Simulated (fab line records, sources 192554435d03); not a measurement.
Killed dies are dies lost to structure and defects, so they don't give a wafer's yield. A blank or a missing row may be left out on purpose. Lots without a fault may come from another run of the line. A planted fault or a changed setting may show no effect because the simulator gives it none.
fab line records | flow n5_finfet
record lots=5 wafers=15 last_day=19
route steps=1938 shown BEOL_M5@1159 BEOL_M6@1194 PASSIVATION@1936
lots that met no fault: from a run of the same line without faults
start_h: hours from the record's first day to the start of the lot's first wafer shown | wait_h: hours since the lot's step before | " the same as in the row above | L1.1+2: a row that stands for several wafers | - no value, or no start given | * or withheld: withheld | < > ~ a bound
route shown NAME@n: a module of which the file shows steps, and the number in the route of the first | usual: mean/standard deviation of fault-free wafers | same: alike in all rows | chamber/n: place in a boat | sites: the reading at each site | _std_site: their standard deviation | _edge_site: outer sites' mean less inner sites' | radius_mm: how far each site lies from the wafer's centre | mask NAME#n: copy n | behind: the tool/chamber that last shaped the wafer | hold: why the lot was held/for how many hours/how that ended | device: the transistor (n, p or np) that didn't switch | end of line: the same wafers' tests at the end of the route | a step without rows: its recipe alone | killed: dies lost to structure and defects at the first sort, not the wafer's yield | map: a wafer's dies, x killed, . not, _ none there
set.NAME: the setting as run; set.NAME@STEP: as run at that earlier step | model.NAME: the simulator's own value behind a step, which no gauge read
lots at some steps of the route; a table a step, a row a wafer
services: from which hour (start_h, from the record's first day; less than 0 if before it) a tool's chamber was out of use, for how many hours, and why
## steps
# step N5_BEOL_M5_STRIP_36
# recipe chemistry=N2/H2 power_w=450 temp_c=40 pressure_mtorr=20 rf_frequency_hz=6e+07 overash_fraction=0.3 bias_power_w=7 h2_frac=0.5 n2_flow_sccm=200 h2_flow_sccm=200
# step N5_BEOL_M5_TRENCH_ETCH_37
# recipe chemistry=C4F6/O2 target_depth_a=716.52 target=SiCOH_lowk time_s=24.7 ion_energy_ev=250 pressure_mtorr=30 source_w=345 bias_w=185 Ar_flow_sccm=300 C4F6_flow_sccm=10 O2_flow_sccm=10
# step N5_BEOL_M5_ETCH_41
# recipe chemistry=CH3F/O2 target=SiCN target_depth_a=315 taper_deg=2 time_s=56.7 ion_energy_ev=120 mask_material=TiN pressure_mtorr=30 source_w=395 bias_w=75 Ar_flow_sccm=150 CH3F_flow_sccm=30 O2_flow_sccm=20
# step N5_BEOL_M5_STRIP_91
# recipe chemistry=N2/H2 time_s=10 power_w=450 temp_c=40 pressure_mtorr=20 rf_frequency_hz=6e+07 bias_power_w=7 n2_flow_sccm=200 h2_flow_sccm=200
# step N5_BEOL_M5_OCD_MEAS_38
# usual trench_depth_nm=71.6/0.99
# columns lot.wafer tool chamber start_h wait_h trench_depth_nm
L541.1 ocd-01 - 197.76 - 70.5
L541.3 " - " " 69.5
L541.4 " - " " 71.2
L545.1 ocd-02 - 239.27 - 71.9
L545.3 " - " " 71.3
L545.4 " - " " 71.2
L549.1 ocd-02 - 262.28 - 70.6
L549.5 " - " " 71.5
L549.6 " - " " 70.7
L551.2 ocd-02 - 312.74 - 71.7
L551.3 " - " " 73.5
L551.5 " - " " 71.9
L558.4 ocd-01 - 341.16 - 74.2
L558.5 " - " " 72.9
L558.6 " - " " 71.8
# step N5_BEOL_M5_HM_STRIP_39
# recipe chemistry=peroxide_tin_strip material=TiN target_depth_a=250 temp_c=50 time_s=158
# step N5_BEOL_M5_SRD_40
# recipe time_s=30 temp_c=23 rinse_liquid=diw dry=ipa_marangoni
# step N5_BEOL_M5_PRECLEAN_42
# recipe chemistry=residue_remover time_s=60 temp_c=40
# step N5_BEOL_M5_SRD_43
# recipe time_s=30 temp_c=23 rinse_liquid=diw dry=ipa_marangoni
# step N5_BEOL_M5_CD_MEAS_35
# recipe target_cd_nm=28 target_cd_y_nm=24 polarity=opening
# usual cd_nm=27.96/0.29
# columns lot.wafer tool chamber start_h wait_h cd_nm
L541.1 cd_sem-02 - 197.92 0.0 27.52
L541.3 " - " " 27.53
L541.4 " - " " 27.53
L545.1 cd_sem-01 - 239.43 0.0 27.60
L545.3 " - " " 27.86
L545.4 " - " " 28.29
L549.1 cd_sem-02 - 262.43 0.0 28.03
L549.5 " - " " 28.17
L549.6 " - " " 28.08
L551.2 cd_sem-03 - 312.89 0.0 28.55
L551.3 " - " " 28.10
L551.5 " - " " 28.00
L558.4 cd_sem-02 - 341.32 0.0 27.67
L558.5 " - " " 27.80
L558.6 " - " " 27.85
# step N5_BEOL_M5_CURE_80
# recipe temp_c=370 time_s=120 ambient=DMADMS/He material=SiCOH_lowk
# step N5_BEOL_M5_DEGAS_44
# recipe ambient=vacuum temp_c=250 time_s=60
# step N5_BEOL_M5_PRE_CLEAN_45
# recipe gas=H2/He time_s=30 temp_c=250
# usual heater_power_w=349/41
# same time_s=30
# columns lot.wafer tool chamber start_h wait_h heater_power_w
L541.1 pvd_sputter-03 - 198.33 0.0 305
L541.3 " - " " 317
L541.4 " - " " 419
L545.1 pvd_sputter-01 - 240.81 0.0 304
L545.3 " - " " 388
L545.4 " - " " 324
L549.1 pvd_sputter-01 - 263.04 0.0 313
L549.5 " - " " 321
L549.6 " - " " 302
L551.2 pvd_sputter-03 - 313.33 0.0 312
L551.3 " - " " 409
L551.5 " - " " 332
L558.4 pvd_sputter-03 - 341.79 0.0 295
L558.5 " - " " 335
L558.6 " - " " 302
# step N5_BEOL_M5_ALD_86
# recipe material=TaN target_thk_a=* temp_c=275 ald_precursor_family=PDMAT ald_co_reactant=NH3 pressure_torr=3 carrier_flow_sccm=1500 pulse_time_s=2 purge_time_s=3 co_reactant_purge_time_s=2 co_reactant_pulse_time_s=3 ald_cycles=30 precursor_vessel_temp_c=75 precursor_vessel_pressure_torr=26.25 precursor_vessel_carrier_sccm=1000
# usual heater_power_w=414/53
# columns lot.wafer tool chamber start_h wait_h heater_power_w
L541.1 ald_metal-04 2 198.62 0.3 416
L541.3 " 1 " " 521
L541.4 " 3 " " 384
L545.1 ald_metal-04 2 240.87 0.0 418
L545.3 " 0 " " 336
L545.4 " 1 " " 502
L549.1 ald_metal-03 2 263.10 0.0 408
L549.5 " 0 " " 482
L549.6 " 3 " " 370
L551.2 ald_metal-04 0 313.39 0.0 332
L551.3 " 3 " " 378
L551.5 " 2 " " 421
L558.4 ald_metal-04 0 341.98 0.2 335
L558.5 " 0 " " 336
L558.6 " 1 " " 508
# step N5_BEOL_M5_SURFACE_TREAT_87
# recipe gas=Ar time_s=* ion_energy_ev=* ion_current_ma_cm2=0.5 pressure_mtorr=* ar_flow_sccm=30
# step N5_BEOL_M5_CVD_47
# recipe material=Co target_thk_a=30 temp_c=withheld precursor=CCTBA/H2 pressure_torr=30 time_s=216
# step N5_BEOL_M5_SPUTTER_48
# recipe material=Cu target_thk_a=150 temp_c=-20 chamber_pressure_pa=0.07 power_w=withheld time_s=27.62
# step N5_BEOL_M5_ANNEAL_49
# recipe temp_c=400 time_s=1800 ambient=vacuum
# step N5_BEOL_M5_SPUTTER_81
# recipe material=Cu target_thk_a=150 temp_c=-20 chamber_pressure_pa=0.07 power_w=withheld time_s=27.62
# usual chamber_pressure_pa=0.06998/0.00014 throttle_valve_pct=29.9/1.2
# same time_s=27.62
# columns lot.wafer tool chamber start_h wait_h chamber_pressure_pa throttle_valve_pct
L541.1 pvd_sputter-02 - 201.41 0.5 0.06989 30.1
L541.3 " - " " 0.07014 28.5
L541.4 " - " " 0.0699 31.6
L545.1 pvd_sputter-01 - 242.40 0.5 0.06992 30.0
L545.3 " - " " 0.07 30.4
L545.4 " - " " 0.06985 28.0
L549.1 pvd_sputter-01 - 264.72 0.5 0.06986 28.9
L549.5 " - " " 0.07016 28.4
L549.6 " - " " 0.0701 30.0
L551.2 pvd_sputter-02 - 314.97 0.5 0.06974 30.0
L551.3 " - " " 0.07036 28.6
L551.5 " - " " 0.0698 30.1
L558.4 pvd_sputter-03 - 344.22 0.5 0.06996 29.0
L558.5 " - " " 0.07007 29.3
L558.6 " - " " 0.07007 28.8
# step N5_BEOL_M5_ANNEAL_82
# recipe temp_c=400 time_s=1800 ambient=vacuum
# step N5_BEOL_M5_SPUTTER_83
# recipe material=Cu target_thk_a=150 temp_c=-20 chamber_pressure_pa=0.07 power_w=withheld time_s=27.62
# usual chamber_pressure_pa=0.07/0.00014 throttle_valve_pct=30.0/1.2
# same time_s=27.62
# columns lot.wafer tool chamber start_h wait_h chamber_pressure_pa throttle_valve_pct
L541.1 pvd_sputter-02 - 202.50 0.5 0.07015 30.3
L541.3 " - " " 0.07011 28.6
L541.4 " - " " 0.07034 31.4
L545.1 pvd_sputter-01 - 243.49 0.5 0.06973 30.3
L545.3 " - " " 0.07007 30.2
L545.4 " - " " 0.06997 28.0
L549.1 pvd_sputter-01 - 265.81 0.5 0.07033 29.2
L549.5 " - " " 0.07024 28.2
L549.6 " - " " 0.06988 29.9
L551.2 pvd_sputter-02 - 316.06 0.5 0.07007 30.2
L551.3 " - " " 0.07015 28.6
L551.5 " - " " 0.06979 30.4
L558.4 pvd_sputter-03 - 345.31 0.5 0.07031 28.8
L558.5 " - " " 0.0701 29.5
L558.6 " - " " 0.0701 29.1
# step N5_BEOL_M5_ANNEAL_84
# recipe temp_c=400 time_s=1800 ambient=vacuum
# step N5_BEOL_M5_SPUTTER_88
# recipe material=Cu target_thk_a=150 temp_c=-20 chamber_pressure_pa=0.07 power_w=withheld time_s=27.62
# step N5_BEOL_M5_ANNEAL_89
# recipe temp_c=400 time_s=1800 ambient=vacuum
# step N5_BEOL_M5_SPUTTER_90
# recipe material=Cu target_thk_a=45 temp_c=-20 chamber_pressure_pa=0.07 power_w=withheld time_s=8.29
# step N5_BEOL_M5_ECD_50
# recipe material=Cu target_thk_a=3000
# step N5_BEOL_M5_ANNEAL_51
# recipe temp_c=225 time_s=90 ambient=N2
# usual wafer_temp_C_max=226.1/0.34
# same time_s=90
# columns lot.wafer tool chamber start_h wait_h wafer_temp_C_max
L541.1 rtp_anneal-01 0 204.87 0.1 225.8
L541.3 " 0 " " 225.9
L541.4 " 0 " " 225.7
L545.1 rtp_anneal-01 0 245.87 0.1 225.6
L545.3 " 0 " " 225.4
L545.4 " 0 " " 225.8
L549.1 rtp_anneal-02 0 268.18 0.1 226.3
L549.5 " 0 " " 226.4
L549.6 " 0 " " 226.5
L551.2 rtp_anneal-01 0 318.48 0.1 225.3
L551.3 " 0 " " 225.6
L551.5 " 0 " " 225.7
L558.4 rtp_anneal-01 0 347.83 0.2 225.5
L558.5 " 0 " " 225.9
L558.6 " 0 " " 225.7
# step N5_BEOL_M5_CMP_52
# recipe stop_on=SiCOH_lowk t_overpolish_s=6.9 down_force_psi=1 platen_rpm=50 clearing_platen_down_force_psi=1.5 clearing_platen_rpm=50 post_cmp_clean=cu_alkaline target_thk_nm=62 clearing_platen_pad_velocity_m_s=0.99484 pad_velocity_m_s=0.99484
# step N5_BEOL_M5_THK_MEAS_53
# recipe thk_meas_gauge=xrf reads=Cu_of_BEOL_M5_ECD_50
# usual M5_THK=60.9/1.3
# columns lot.wafer tool chamber start_h wait_h M5_THK[nm]
L541.1 film_metro-02 - 207.38 - 60.8
L541.3 " - " " 58.1
L541.4 " - " " 60.1
L545.1 film_metro-01 - 246.64 - 62.3
L545.3 " - " " 60.8
L545.4 " - " " 62.5
L549.1 film_metro-02 - 268.77 - 60.4
L549.5 " - " " 60.6
L549.6 " - " " 60.5
L551.2 film_metro-01 - 319.04 - 62.3
L551.3 " - " " 63.8
L551.5 " - " " 62.9
L558.4 film_metro-01 - 348.52 - 62.3
L558.5 " - " " 62.8
L558.6 " - " " 61.0
# step N5_BEOL_M5_PRE_CLEAN_77
# recipe gas=NH3/H2 time_s=15 temp_c=* rf_power_w=300
# usual heater_power_w=79/33
# same time_s=15
# columns lot.wafer tool chamber start_h wait_h heater_power_w
L541.1 cvd_co-01 1 207.65 0.3 40
L541.3 " 0 " " 141
L541.4 " 1 " " 39
L545.1 cvd_co-02 2 246.68 0.0 62
L545.3 " 0 " " 72
L545.4 " 1 " " 106
L549.1 cvd_co-01 0 268.81 0.0 140
L549.5 " 1 " " 40
L549.6 " 2 " " 51
L551.2 cvd_co-02 1 319.08 0.0 108
L551.3 " 0 " " 72
L551.5 " 2 " " 63
L558.4 cvd_co-02 2 348.81 0.3 63
L558.5 " 2 " " 63
L558.6 " 0 " " 70
# step N5_BEOL_M5_CO_CAP_78
# recipe material=Co target_thk_a=20 temp_c=200 precursor=CCTBA/H2 pressure_torr=30 time_s=102.1
# step N5_BEOL_M5_PRE_CLEAN_55
# recipe gas=NH3 time_s=15 temp_c=withheld rf_power_w=300
# step N5_BEOL_M5_DEP_56
# recipe material=SiCN target_thk_a=80 temp_c=withheld precursor=3MS/NH3 pressure_torr=3 rf_w=202 time_s=14
# step N5_BEOL_M5_RS_MEAS_57
# recipe thk_meas_gauge=four-point-probe reads=Co_of_BEOL_M5_CO_CAP_78+Cu_of_BEOL_M5_ECD_50+Co_of_BEOL_M5_CVD_47+TaN_of_BEOL_M5_ALD_86
# usual M5_RS=0.389/0.01
# columns lot.wafer tool chamber start_h wait_h M5_RS[ohm/sq]
L541.1 film_metro-02 - 207.88 0.0 0.393
L541.3 " - " " 0.413
L541.4 " - " " 0.399
L545.1 film_metro-02 - 246.90 0.0 0.383
L545.3 " - " " 0.394
L545.4 " - " " 0.382
L549.1 film_metro-01 - 269.03 0.0 0.392
L549.5 " - " " 0.390
L549.6 " - " " 0.392
L551.2 film_metro-02 - 319.30 0.1 0.384
L551.3 " - " " 0.374
L551.5 " - " " 0.382
L558.4 film_metro-01 - 349.07 0.0 0.376
L558.5 " - " " 0.373
L558.6 " - " " 0.385
# step N5_BEOL_M6_ILD_DEP_00
# recipe material=SiCOH_lowk target_thk_a=1797.5 temp_c=300 precursor=DEMS/porogen pressure_torr=5 rf_w=500 time_s=33.4
# step N5_BEOL_M6_CURE_74
# recipe temp_c=385 time_s=240 ambient=He/Ar material=SiCOH_lowk
# step N5_BEOL_M6_THK_MEAS_01
# recipe reads=SiCOH_lowk_of_BEOL_M6_ILD_DEP_00
# usual M6_ILD_THK=154.5/1.9
# columns lot.wafer tool chamber start_h wait_h M6_ILD_THK[nm]
L541.1 film_metro-01 - 208.52 0.4 152.7
L541.3 " - " " 152.1
L541.4 " - " " 154.1
L545.1 film_metro-02 - 247.54 0.4 153.6
L545.3 " - " " 152.0
L545.4 " - " " 153.6
L549.1 film_metro-02 - 269.67 0.4 153.4
L549.5 " - " " 157.8
L549.6 " - " " 152.7
L551.2 film_metro-01 - 319.94 0.4 152.6
L551.3 " - " " 153.6
L551.5 " - " " 155.1
L558.4 film_metro-01 - 350.21 0.4 153.5
L558.5 " - " " 157.3
L558.6 " - " " 155.0
# step N5_BEOL_M6_PECVD_70
# recipe material=SiO2 target_thk_a=200 temp_c=400 precursor=TEOS/O2 pressure_torr=5.5 rf_w=450 teos_flow_sccm=53.8 gas=O2 flow_sccm=3000 time_s=22.7
# step N5_BEOL_M6_HM_DEP_02
# recipe material=TiN target_thk_a=200 temp_c=25 chamber_pressure_pa=0.49996
# step N5_BEOL_M6_COAT_59
# recipe resist=SOC temp_c=250 time_s=60 spin_rpm=1500 resist_thk_nm=100
# step N5_BEOL_M6_COAT_60
# recipe resist=SiARC temp_c=220 time_s=60 spin_rpm=1500 resist_thk_nm=35
# step N5_PASSIVATION_PROBE_49
# usual defect_limited_yield=91.6/1.6 killed_at_M0_to_M3=32/9.7 killed_at_M4_up=13/4.4 killed_at_contacts=12/6.5 killed_at_front_end=38/12 killed_at_other=3.7/3 killed_dies=99/18 killed_open=66/14 killed_short=32/7.5 sort_bin_5_function=4.9/1 sort_bin_6_memory=3.2/0.73 sort_n_pass=1081/18 sort_yield_pct=91.6/1.6
# same gross_dies=1180 killed_at_back_side=0 sort_bin_4_leakage[%]=0 sort_bin_8_speed[%]=0
# columns lot.wafer tool chamber start_h wait_h defect_limited_yield[%] killed_at_M0_to_M3 killed_at_M4_up killed_at_contacts killed_at_front_end killed_at_other killed_dies killed_open killed_short sort_bin_5_function[%] sort_bin_6_memory[%] sort_n_pass sort_yield_pct[%]
L549.1 prober-01 - 353.40 0.0 84.9 23 125 7 21 2 178 45 15 9.7 3.0 1002 84.9
L549.6 prober-01 - 353.65 0.3 82.5 37 135 4 23 7 206 64 21 10.4 4.5 974 82.5
# killed by level:class
L549.1 BEOL_M5:unspecified=118 BEOL_M1:geometric_particle:open=6 DUMMY_GATE:geometric_particle:open=5 MOL_CONTACT_COAG:geometric_particle:open=5 BEOL_M3:geometric_particle:open=4 BEOL_M0:geometric_particle:open=3 BEOL_M1:geometric_particle:short=3 FIN_SAQP:geometric_particle:open=2
L549.6 BEOL_M5:unspecified=121 BEOL_M0_SAQP:geometric_particle:short=7 BEOL_M1:geometric_particle:open=7 BEOL_M4:geometric_particle:open=7 FIN_SAQP:geometric_particle:open=6 BEOL_M0_SAQP:geometric_particle:open=6 STI_FIN_REVEAL:geometric_particle:open=5 PAD_METAL:geometric_particle:open=5
# map L549.6 (x killed, . not)
_________________............________________
______________.....x....x......x_____________
___________............x...........__________
__________.....x..................x._________
________.............................._______
_______...........x..............x.....______
______...........x.................x...._____
_____.........................x.xx...xx..____
____.........x............................___
___........................................__
___..x.......................x.............__
__..................x.....................x._
__.................x..x.....x..............._
_.x....x...............x.............xx.x....
_.......x..x..............x...x..............
_x.............x.....................x.......
_........x..................x....x...........
_....x.......x....................x......x...
_.........xx.....x.xx....x...................
_.............xx.x.x.x.......................
_.........x.xxxx.xx.xxx..x...x..x............
__..........xxxxxx.xx...x.............x.x..._
__....x..xxxxxxxxxxxxx.....x...x............_
___......xxxxxxxxxxxx.x....................__
___......xxxxxxxxxxxx...............x.....x__
____.....xxxxxxxxxxxxxx..........x...x....___
_____...xxxxxxxxxxxxx.x..................____
______...xxxxxxxxxxxx...............xx.x_____
_______.x.xxxxxxxx.xxx.x.....x.........______
________.xxxxxxxxxx.x................._______
__________..xxxxxxxx..x.....x...x..._________
___________x.x.............x.......__________
______________...........x......_____________
_________________............________________
# map L545.3 (x killed, . not)
_________________............________________
______________................x._____________
___________..............x.....x.x.__________
__________............x......x......_________
________...x..................x......x_______
_______.....x..........x..x............______
______..x...............x..............._____
_____....x...x..............x......xx....____
____......x...x.......x................x.x___
___...............x......x............x....__
___..................x.....................__
__.....x.........x..x......xx..xx........x.._
__......x.x..x......x..x......x.x...x......x_
_.x..........x.x.................x...........
_..x....x...x..........x........xx...........
_...x...........x.....x........x......x......
_.....x......................x...............
_..............x............xx..............x
_...........x.........x......................
_..x.......................................x.
_.......x.............x..........x...........
__.x....................x..................._
__..x..................................xx..._
___.....x....x.xx..x.x...xx..........xx....__
___....x.......xxx.....xxx...x.............__
____.x....xx.....x................x.......___
_____.......x............................____
______.x.x....x....xx..................._____
_______................x.x.........x..x______
________..x.......x............x......_______
__________...x.x.......x.x.........._________
___________.x....xx...x....x.......__________
______________..............x..._____________
_________________...x........________________
## services
# columns tool chamber start_h hours kind
ald_metal-04 2 178.92 2.3 repair
cvd_co-02 - 183.14 0.6 repair
ald_metal-04 - 190.65 1.2 pm
ald_metal-03 - 211.76 14.6 pm
ald_metal-04 1 216.54 24.2 repair
cvd_co-01 - 218.09 2.8 repair
ald_metal-03 - 226.36 2.8 pm
rtp_anneal-02 - 226.87 3.0 pm
cvd_co-01 - 232.07 6.9 pm
pvd_sputter-02 - 265.13 12.8 repair
ald_metal-03 - 311.42 6.0 pm
ald_metal-03 3 328.36 40.9 repair
cvd_co-02 1 333.33 - clean
cvd_co-02 1 333.33 22.0 scheduled_down
cvd_co-02 1 333.33 22.0 vent_cycle
cvd_co-01 - 334.60 2.8 pm
ald_metal-03 - 337.64 14.0 pm
ald_metal-03 0 337.64 33.0 vent_cycle
ald_metal-03 1 337.64 14.0 vent_cycle
ald_metal-03 2 337.64 14.0 vent_cycle
ald_metal-04 - 345.61 1.3 repair
## key
first_sign step=N5_PASSIVATION_PROBE_49 reading=killed_at_M4_up direction=up sigmas=26 usual=13 struck=130
effect step=N5_PASSIVATION_PROBE_49 reading=defect_limited_yield direction=down sigmas=5 usual=91.6 struck=83.7
more_kills_born_at N5_BEOL_M5_PRE_CLEAN_45@pvd_sputter-01=239
met_at N5_BEOL_M5_PRE_CLEAN_45
struck_wafers L549.1,L549.6
onset_between 240.81 263.04
fault kind=chamber_particle_source tool=pvd_sputter-01 chamber=- onset_h=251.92 steps=N5_BEOL_M5_PRE_CLEAN_45 rate_per_visit_cm2=0.77164 end_h=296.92 scope=struck_wafers_only
